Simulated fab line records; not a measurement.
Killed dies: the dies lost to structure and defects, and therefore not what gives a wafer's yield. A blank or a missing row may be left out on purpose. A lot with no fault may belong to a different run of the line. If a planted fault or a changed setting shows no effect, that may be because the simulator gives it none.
fab line records ; flow n5Finfet
[record] lots = 3; wafers = 9; lastDay = 18
route steps=1938 shown MOL_CONTACT_COAG@566 BEOL_M4@1111 PASSIVATION@1936
lots untouched by any fault: they come from a run of this same line in which no faults occurred
startH: the number of hours between the record's first day and the start of the first shown wafer of the lot ; waitH: time in hours since the lot's previous step ; " the same as in the row above ; L1.1+2: a row that stands for several wafers ; - no value, or no start given ; * or withheld: withheld ; < > ~ a bound
route shown NAME@n: NAME is a module with steps in the file, n the number in the route of the first one ; usual: mean/standard deviation taken from wafers without a fault ; same: alike in all rows ; chamber/n: place in a boat ; sites: readings site by site ; _std_site: their standard deviation ; _edge_site: mean of outer sites minus mean of inner sites ; radiusMm: how far each site lies from the wafer's centre ; mask NAME#n: copy n ; behind: tool/chamber where the wafer was last shaped ; hold: reason for holding the lot/hours on hold/outcome of the hold ; device: the transistor (n, p or np) that didn't switch ; end of line: at the end of the route, the tests of the same wafers ; a step without rows: its recipe alone ; killed: dies lost to structure and defects at the first sort, not the wafer's yield ; map: dies across one wafer; x = killed, . = not, _ = none there
set.NAME: the run value of the setting; set.NAME@STEP: its run value at that earlier step ; model.NAME: the simulator's own value behind a step, which no gauge read
lots at some steps of the route; a table a step, a row a wafer
services: from which hour (startH, from the record's first day; less than 0 if before it) a tool's chamber was out of use, for how many hours, and why
[[steps]]
[step N5_MOL_CONTACT_COAG_COAT_77]
[recipe] resist = underlayer; tempC = 205; timeS = 60; spinRpm = 1500; resistThkNm = 10
[step N5_MOL_CONTACT_COAG_COAT_78]
[recipe] resist = CAR-EUV; spinRpm = 1500; resistThkNm = 40
[step N5_MOL_CONTACT_COAG_EBR_80]
[recipe] solvent = PGMEA; ebrWidthMm = 1.5
[step N5_MOL_CONTACT_COAG_SOFTBAKE_79]
[recipe] tempC = 110; timeS = 60; resist = CAR-EUV
[step N5_MOL_CONTACT_COAG_EXPOSE_81]
[recipe] maskId = VG; na = 0.33; sourceShape = annular; sigmaInner = 0.3; sigmaOuter = 0.7; polarization = unpolarized; defocusNm = 0; doseMj = 59.5
[step N5_MOL_CONTACT_COAG_PEB_82]
[recipe] pebTempC = 100; pebTimeS = 60; resist = CAR-EUV
[step N5_MOL_CONTACT_COAG_DEVELOP_83]
[recipe] developTimeS = 30; developer = TMAH; resist = CAR-EUV; rinseLiquid = surfactantRinse; dry = airSpin; devTempC = 23
[step N5_MOL_CONTACT_COAG_DESCUM_88]
[recipe] chemistry = O2; timeS = 7; sourcePowerW = 50; biasPowerW = 20; pressureMtorr = 20; rfFrequencyHz = 2.712e+07; tempC = 40; resist = CAR-EUV; o2FlowSccm = 225
[step N5_MOL_CONTACT_COAG_ETCH_89]
[recipe] chemistry = N2/H2; target = underlayer; targetDepthA = 130; maskMaterial = CAR-EUV; timeS = 10.4; ionEnergyEv = 200; pressureMtorr = 30; sourceW = 840; biasW = 150; n2FlowSccm = 200; h2FlowSccm = 200; ends = cleared
[step N5_MOL_CONTACT_COAG_ETCH_90]
[recipe] chemistry = CF4; target = SiARC; targetDepthA = 130; maskMaterial = CAR-EUV; timeS = 21.7; ionEnergyEv = 80; pressureMtorr = 40; sourceW = 545; biasW = 36; Ar_flow_sccm = 100; cf4FlowSccm = 100; ends = cleared
[usual] drypumpMotorCurrentA = 5.61/0.29; etchRfOnTimeS = 21.9/0.59; oesProductAu = 0.67/0.065; rfVppV = 184.4/1.1; showerheadPlenumPTorr = 2.17/0.053; throttleValvePct = 15.65/0.29
lot.wafer;tool;chamber;startH;waitH;drypumpMotorCurrentA;etchRfOnTimeS;oesProductAu;rfHoursCounterH;rfVppV;showerheadPlenumPTorr;throttleValvePct
L245.2;rieDiel-01;2;179.46;0.0;5.67;22.8;0.58;231;185.0;2.20;16.00
L245.3;rieDiel-01;1;179.46;0.0;5.46;21.2;0.66;175;185.8;2.23;15.82
L245.6;rieDiel-01;3;179.46;0.0;5.51;22.1;0.75;-;184.4;2.10;15.25
L249.1;rieDiel-03;2;205.62;0.0;6.27;23.2;0.60;214;184.1;2.11;15.72
L249.3;rieDiel-03;0;205.62;0.0;5.33;22.3;0.82;0;185.6;2.19;15.59
L249.6;rieDiel-03;3;205.62;0.0;5.13;22.0;0.62;-;182.8;2.14;15.68
L254.2;rieDiel-01;0;236.73;0.0;5.75;20.9;0.72;79;185.9;2.24;15.22
L254.4;rieDiel-01;3;236.73;0.0;5.49;22.5;0.72;-;183.2;2.09;15.31
L254.5;rieDiel-01;0;236.73;0.0;5.73;21.0;0.72;-;184.7;2.24;15.24
[step N5_MOL_CONTACT_COAG_ALD_131]
[recipe] material = SiO2; targetThkA = 50; tempC = 100; aldPrecursorFamily = BDEAS; aldCoReactant = O2-plasma; pulseTimeS = 1; coReactantPulseTimeS = 1; purgeTimeS = 2; coReactantPurgeTimeS = 2; aldCycles = 35; pressureTorr = 2
[step N5_MOL_CONTACT_COAG_ETCHBACK_132]
[recipe] chemistry = CHF3; target = SiO2; targetDepthA = 100; timeS = 6.7; ionEnergyEv = 200; pressureMtorr = 30; sourceW = 610; biasW = 170; Ar_flow_sccm = 200; CHF3_flow_sccm = 50
[step N5_MOL_CONTACT_COAG_ETCH_91]
[recipe] chemistry = N2/H2; target = SOC; targetDepthA = 600; overetchA = 210; maskMaterial = SiARC; tempC = 40; timeS = 101.2; ionEnergyEv = 200; pressureMtorr = 30; sourceW = 840; biasW = 150; n2FlowSccm = 200; h2FlowSccm = 200
[step N5_MOL_CONTACT_COAG_STRIP_92]
[recipe] chemistry = N2/H2; tempC = 40; n2FlowSccm = 200; h2FlowSccm = 200; rfFrequencyHz = 6e+07
[step N5_MOL_CONTACT_COAG_STRIP_93]
[recipe] chemistry = N2/H2; tempC = 40; n2FlowSccm = 200; h2FlowSccm = 200; rfFrequencyHz = 6e+07
[step N5_MOL_CONTACT_COAG_ETCHBACK_135]
[recipe] chemistry = CHF3; target = SiO2; targetDepthA = 250; timeS = 16.7; ionEnergyEv = 200; pressureMtorr = 30; sourceW = 610; biasW = 170; Ar_flow_sccm = 200; CHF3_flow_sccm = 50
[step N5_MOL_CONTACT_COAG_STRIP_118]
[recipe] chemistry = CHF3; resist = SiARC; rfFrequencyHz = 6e+07
[step N5_MOL_CONTACT_COAG_VIA_ETCH_46]
[recipe] chemistry = C4F6/O2; targetDepthA = 460; overetchA = 92; maskMaterial = SOC; target = SiO2; biasW = 455; pressureMtorr = 10; timeS = 40; sourceW = 325; Ar_flow_sccm = 300; C4F6_flow_sccm = 10; O2_flow_sccm = 10; ionEnergyEv = 575.3; ends = endPoint
[step N5_MOL_CONTACT_COAG_STRIP_96]
[recipe] chemistry = N2/H2; powerW = 500; tempC = 40; pressureMtorr = 50; rfFrequencyHz = 6e+07; overashFraction = 0.3; biasPowerW = 28; h2Frac = 0.5; n2FlowSccm = 300; h2FlowSccm = 300
[step N5_MOL_CONTACT_COAG_ETCH_47]
[recipe] chemistry = CH3F/O2; target = SiNx; targetDepthA = 270; maskMaterial = SiO2; stopOn = W; overEtchFrac = 0.2; ionEnergyEv = 120; endpoint = OES-CN; pressureMtorr = 30; sourceW = 395; biasW = 73; Ar_flow_sccm = 150; CH3F_flow_sccm = 30; O2_flow_sccm = 20; ends = endPoint
[step N5_MOL_CONTACT_COAG_STRIP_119]
[recipe] chemistry = N2/H2; timeS = 30; powerW = 1000; tempC = 250; pressureMtorr = withheld; n2FlowSccm = 1750; h2FlowSccm = 3250
[step N5_MOL_CONTACT_COAG_PRECLEAN_144]
[recipe] chemistry = alkalineClean; tempC = 60; timeS = 60; doPpb = 50
[step N5_MOL_CONTACT_COAG_SRD_145]
[recipe] dry = ipaMarangoni; timeS = 30; tempC = 23; rinseLiquid = diw
[step N5_MOL_CONTACT_COAG_COAT_62]
[recipe] resist = SOC; tempC = 250; timeS = 60; spinRpm = 1500; resistThkNm = 60
[step N5_MOL_CONTACT_COAG_COAT_63]
[recipe] resist = SiARC; tempC = 220; timeS = 60; spinRpm = 1500; resistThkNm = 10
[step N5_MOL_CONTACT_COAG_COAT_64]
[recipe] resist = underlayer; tempC = 205; timeS = 60; spinRpm = 1500; resistThkNm = 10
[step N5_MOL_CONTACT_COAG_COAT_34]
[recipe] resist = CAR-EUV; spinRpm = 1500; resistThkNm = 40
[step N5_MOL_CONTACT_COAG_EBR_36]
[recipe] solvent = PGMEA; ebrWidthMm = 1.5
[step N5_MOL_CONTACT_COAG_SOFTBAKE_35]
[recipe] tempC = 110; timeS = 60; resist = CAR-EUV
[step N5_MOL_CONTACT_COAG_EXPOSE_37]
[recipe] maskId = VD; na = 0.33; sourceShape = annular; sigmaInner = 0.3; sigmaOuter = 0.7; polarization = unpolarized; defocusNm = 0; doseMj = 62
[step N5_MOL_CONTACT_COAG_PEB_38]
[recipe] pebTempC = 100; pebTimeS = 60; resist = CAR-EUV
[step N5_MOL_CONTACT_COAG_DEVELOP_39]
[recipe] developTimeS = 30; developer = TMAH; resist = CAR-EUV; rinseLiquid = surfactantRinse; dry = airSpin; devTempC = 23
[step N5_MOL_CONTACT_COAG_INSPECT_42]
[recipe] mode = adi; inspectInstrument = brightfield
[usual] rawDefectCount = 211/58
lot.wafer;tool;chamber;startH;waitH;rawDefectCount
L245.2;defectInspect-02;-;180.62;0.0;215
L245.3;defectInspect-02;-;180.62;0.0;208
L245.6;defectInspect-02;-;180.62;0.0;1199
L249.1;defectInspect-01;-;206.97;0.1;214
L249.3;defectInspect-01;-;206.97;0.1;134
L249.6;defectInspect-01;-;206.97;0.1;131
L254.2;defectInspect-02;-;238.01;0.0;293
L254.4;defectInspect-02;-;238.01;0.0;275
L254.5;defectInspect-02;-;238.01;0.0;239
[step N5_MOL_CONTACT_COAG_DESCUM_45]
[recipe] chemistry = O2; timeS = 7; sourcePowerW = 50; biasPowerW = 20; pressureMtorr = 20; rfFrequencyHz = 2.712e+07; tempC = 40; resist = CAR-EUV; o2FlowSccm = 225
[step N5_BEOL_M4_RC_MEAS_101]
[usual] DIBL_N = 36.1/1.6; DIBL_P = 35.7/1.8; IOFF_N = 0.159/0.027; IOFF_P = 0.21/0.03; ION_N = 673/10; ION_P = 462/7.4; SS_N = 71.4/0.56; SS_P = 73.2/0.61; VT_N = 249.7/3; VT_P = -250/3.1
lot.wafer;tool;chamber;startH;waitH;DIBL_N[mV/V];DIBL_P[mV/V];IOFF_N[nA/um];IOFF_P[nA/um];ION_N[uA/um];ION_P[uA/um];SS_N[mV/dec];SS_P[mV/dec];VT_N[mV];VT_P[mV]
L245.2;prober-02;0;252.58;0.2;33.3;32.8;0.113;0.16;648;452;70.7;72.1;256.3;-254
L245.3;prober-02;0;252.58;0.2;32.5;32.2;0.104;0.16;653;455;69.9;72.1;256.1;-254
L245.6;prober-02;0;252.58;0.2;35.3;36.0;0.148;0.21;675;459;70.9;73.1;251.5;-251
L249.1;prober-01;0;281.32;0.0;35.3;34.4;0.133;0.17;677;463;70.7;72.0;250.3;-254
L249.3;prober-01;0;281.32;0.0;36.7;36.0;0.154;0.20;680;469;70.9;73.2;247.0;-250
L249.6;prober-01;0;281.32;0.0;34.5;34.2;0.123;0.17;675;465;70.3;72.5;249.6;-252
L254.2;prober-02;0;329.06;0.2;39.1;38.5;0.197;0.30;681;470;71.4;74.1;245.4;-243
L254.4;prober-02;0;329.06;0.2;35.9;34.2;0.139;0.20;671;468;70.7;73.6;249.0;-250
L254.5;prober-02;0;329.06;0.2;38.1;36.9;0.179;0.26;678;473;71.4;73.8;247.1;-244
[step N5_PASSIVATION_PROBE_49]
[usual] defectLimitedYield = 91.0/1.3; killed_at_M0_to_M3 = 33/10; killed_at_M4_up = 14/5.6; killedAtContacts = 12/5.8; killedAtFrontEnd = 43/11; killedAtOther = 4.1/2.8; killedDies = 106/15; killedOpen = 70/12; killedShort = 34/7.5; sort_bin_5_function = 5.3/0.88; sort_bin_6_memory = 3.3/0.64; sortNPass = 1074/15; sortYieldPct = 91.0/1.3
[same] grossDies = 1180; killedAtBackSide = 0; sort_bin_4_leakage[%] = 0; sort_bin_8_speed[%] = 0
lot.wafer;tool;chamber;startH;waitH;defectLimitedYield[%];killed_at_M0_to_M3;killed_at_M4_up;killedAtContacts;killedAtFrontEnd;killedAtOther;killedDies;killedOpen;killedShort;sort_bin_5_function[%];sort_bin_6_memory[%];sortNPass;sortYieldPct[%]
L245.6;prober-01;-;365.11;0.3;85.2;8;6;121;37;3;175;40;22;8.2;2.9;1005;85.2
// killed by level:class
L245.6 MOL_CONTACT_COAG:unspecified=112 FIN_SAQP:geometricParticle:open=15 FIN_SAQP:geometricParticle:short=7 MOL_CONTACT_COAG:geometricParticle:open=6 STI_FIN_REVEAL:geometricParticle:open=5 STARTING-WAFER:geometricParticle:short=4 MOL_CONTACT_COAG:geometricParticle:short=3 BEOL_M0_SAQP:geometricParticle:short=3
// map L245.6 (x killed, . not)
_________________x.....x.....________________
______________.................._____________
___________..........x.............__________
__________................x..x......_________
________...........xx.........x.....x._______
_______.............x.....x..x.....x...______
______..............x............x.xxxxx_____
_____..............x.............xxxxxxxx____
____...x........................xxxxxxxxxx___
___.x..........x..............x..xxxxxxxxxx__
___..........x...................xxxxxxxxxx__
__......................x.......xxxxxxxxxxxx_
__.x.........................x...xxxxxxxxxxx_
_...............................xxxxxxxxxxxxx
_..........x...x.................xxxxxxxxxxxx
_..x......x.......................xx.xxxxx.xx
_....x....xx....x.x...............xx..xxxxxx.
_...xx....x........................x.........
_x.........................x.................
_...x..................x...x.................
_............................x...............
__..................x......................._
__.x..........................x............._
___.......................x..........x.....__
___...................x...x......x..x......__
____..........x..............x....x.......___
_____.............x.........x............____
______..x........x.x....x.........x....._____
_______................................______
________.........x...................._______
__________......x..................._________
___________...................x....__________
______________.................x_____________
_________________....x.......________________
// map L254.2 (x killed, . not)
_________________........x...________________
______________....x........x...._____________
___________............x...........__________
__________........................x._________
________........x..x.x....x..........._______
_______...x....xx.......x..x.....x...x.______
______x.......x.x..............x....x.x._____
_____.x.xx..........x..............x..x..____
____.x.......................x.......x....___
___.........x.....x...x.x.......x.x........__
___...............x.....................x..__
__.............x..x..x.x....x......x....x..._
__........x......x.....x............x......._
_.....xx..........x..x..x................x...
_.............x...................x.x........
_.x...................xx.......x...x.........
_.......................x....................
_.x..x......x.................x....x..x..x...
_.................x..................x.....x.
_......x.............x..x........x.........x.
_.x....................x........x............
__.x..x.....................x............x.._
__...........x..............x..xx....x......_
___...x.............x...xxx.........x......__
___..x.........x...xx......................__
____.............x...x..x...x..x.......x..___
_____....................................____
______....x.........x.................x._____
_______.................x.x............______
________......x....x....x..x.........._______
__________......................x.x._________
___________..........x.....xx......__________
______________.....x............_____________
_________________x..x........________________
[[services]]
tool;chamber;startH;hours;kind
rieDiel-03;0;170.10;5.9;repair
rieDiel-03;0;190.51;-;clean
rieDiel-03;0;190.51;-;consumableReplace:focusRing
rieDiel-03;0;190.51;12.7;scheduledDown
rieDiel-03;0;190.51;12.7;ventCycle
rieDiel-01;0;198.22;3.0;repair
rieDiel-01;2;232.53;-;clean
rieDiel-01;2;232.53;-;consumableReplace:focusRing
rieDiel-01;2;232.53;27.3;scheduledDown
rieDiel-01;2;232.53;27.3;ventCycle
[[key]]
[firstSign] step = N5_MOL_CONTACT_COAG_INSPECT_42; reading = rawDefectCount; direction = up; sigmas = 17; usual = 211; struck = 1199
[effect] step = N5_PASSIVATION_PROBE_49; reading = killedAtContacts; direction = up; sigmas = 19; usual = 12; struck = 121
[moreKillsBornAt] N5_MOL_CONTACT_COAG_ETCH_90@rieDiel-01 = 112
metAt N5_MOL_CONTACT_COAG_ETCH_90
struckWafers L245.6
[fault] kind = chamberParticleSource; tool = rieDiel-01; chamber = 3; onsetH = 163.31; steps = N5_MOL_CONTACT_COAG_ETCH_90; ratePerVisitCm2 = 1.673; endH = 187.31
